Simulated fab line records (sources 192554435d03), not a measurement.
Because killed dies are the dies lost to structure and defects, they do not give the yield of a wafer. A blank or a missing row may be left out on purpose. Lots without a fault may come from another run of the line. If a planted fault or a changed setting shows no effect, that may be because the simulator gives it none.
Chamber matching | flow n5Finfet | N5_MOL_CONTACT_COAG_CMP_23 on cmp-02 has 4 sister chambers
The step polishes, stops on SiO2, t overpolish 1.5 s, target thk 0 nm. 8 wafers are shown with their chamber, then 9 later ones without.

WAFERS WITH THEIR CHAMBER
wafer  | chamber | motorCurrentA (A) | retainingRingPressureFrac
L081.5 | 0       | 8.8               | 0.999
L085.6 | 2       | 9.5               | 1.008
L086.1 | 3       | 7.8               | 1.005
L086.4 | 0       | 8.2               | 0.994
L088.1 | 2       | 9.8               | 1.008
L090.1 | 3       | 7.8               | 1.004
L090.3 | 1       | 7.2               | 0.992
L090.5 | 1       | 7.3               | 1.004

WAFERS MISSING THEIR CHAMBER
wafer  | motorCurrentA (A) | retainingRingPressureFrac
L094.1 | 9.9               | 1.000
L094.5 | 8.2               | 1.004
L094.6 | 8.4               | 0.992
L096.1 | 7.8               | 1.003
L096.5 | 10.2              | 1.001
L096.6 | 7.6               | 0.998
L097.1 | 8.1               | 1.001
L097.2 | 7.8               | 0.999
L097.3 | 8.6               | 1.003

CHAMBER TAKEN BY EACH
wafer  | from the rows above          | in truth
L094.1 | 2                            | 2
L094.5 | can't be placed: 3 or 0      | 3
L094.6 | 0                            | 0
L096.1 | 3                            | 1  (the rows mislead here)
L096.5 | 2                            | 2
L096.6 | can't be placed: 1 or 3      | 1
L097.1 | can't be placed: 3 or 0      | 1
L097.2 | can't be placed: 3 or 1 or 0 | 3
L097.3 | can't be placed: 0 or 3      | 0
Correct placement for 3 of the 9. Can't be placed from these rows: 5 (the true chamber is among the candidates in 4). 1 placed wrongly.
How it was worked out, from the rows above alone: a wafer's distance from a chamber is the root of the sum, over the readings, of the square of ((its reading less the chamber's mean) divided by the reading's scatter). If the next closest chamber is less than 2 further off than the closest, the wafer can't be placed; otherwise it belongs to the closest. Each chamber's mean is taken over the wafers shown for it. How the scatter is found: for the shown wafers, subtract from each reading the mean of its chamber, square and add these, divide the total by (wafers less chambers), then take the root.
